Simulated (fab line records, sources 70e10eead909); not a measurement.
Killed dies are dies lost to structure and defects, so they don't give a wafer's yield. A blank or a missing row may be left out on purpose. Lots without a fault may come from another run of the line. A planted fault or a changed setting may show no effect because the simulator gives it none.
Which tool did it? | flow nand_harc | 6 lots, 18 wafers sampled, at 3 steps of a route of 1302

WHAT THE GAUGES READ, wafer by wafer
NHARC_A_CHANNEL_HOLE_D1_CD_MEAS_10: target cd 100 nm.
lot  | measured     | on        | cd_nm (nm)
L758 | day 9 13:41  | cd_sem-03 | 100.4 100.2 100.0
L760 | day 9 23:00  | cd_sem-03 | 102.8 103.3 102.6
L770 | day 14 07:53 | cd_sem-01 | 100.6 99.4 99.9
L773 | day 15 10:43 | cd_sem-03 | 100.1 99.1 100.1
L775 | day 16 05:02 | cd_sem-03 | 100.3 99.4 100.0
L777 | day 17 08:19 | cd_sem-02 | 101.2 100.4 99.8

WHICH TOOL RAN EACH LOT (tool, then ch and the chambers of the sampled wafers, then the start)
lot  | NHARC_A_ONON_D1_DEP_33          | NHARC_A_CHANNEL_HOLE_D1_PEB_08
L758 | pecvd-02 ch 0,2, day 9 10:32    | litho_track-06 ch 0, day 9 13:36
L760 | pecvd-02 ch 0,2, day 9 18:13    | litho_track-06 ch 0, day 9 22:55
L770 | pecvd-02 ch 0,1,2, day 14 04:50 | litho_track-04 ch 0, day 14 07:49
L773 | pecvd-01 ch 1,2, day 15 07:38   | litho_track-04 ch 0, day 15 10:38
L775 | pecvd-01 ch 0,1, day 16 00:28   | litho_track-04 ch 0, day 16 04:58
L777 | pecvd-01 ch 1,2, day 17 04:43   | litho_track-06 ch 0, day 17 08:14
- NHARC_A_ONON_D1_DEP_33: deposits SiO2, target thk 200 nm.
- NHARC_A_CHANNEL_HOLE_D1_PEB_08: peb time 65 s.

THE ANSWER, worked out from the rows above alone
Rule: what is usual is taken from the lots themselves. Put in order of their means at a reading, lots are off if they are a third of the lots or fewer, leave a main group of 4 or more, and stand apart from it by a gap of 3 or more times the standard deviation of the main group's means; of several such gaps the widest counts. A main group whose means are all the same, to the digits that the tables above print for the reading, isn't used. A lot without any number at a reading at which 4 lots or more have one is off too. The other lots that the step has rows for count as sound.
Off: L760, at NHARC_A_CHANNEL_HOLE_D1_CD_MEAS_10 (cd_nm). The main group: mean 100.1 nm, standard deviation 0.25.
A tool fits if, at a process step before that reading, it ran every lot that is off, and no sound lot after the first of them. The gauges at NHARC_A_CHANNEL_HOLE_D1_CD_MEAS_10 are tried like those tools. None of those tried fits.

WHAT THE SIMULATOR HAD PUT IN
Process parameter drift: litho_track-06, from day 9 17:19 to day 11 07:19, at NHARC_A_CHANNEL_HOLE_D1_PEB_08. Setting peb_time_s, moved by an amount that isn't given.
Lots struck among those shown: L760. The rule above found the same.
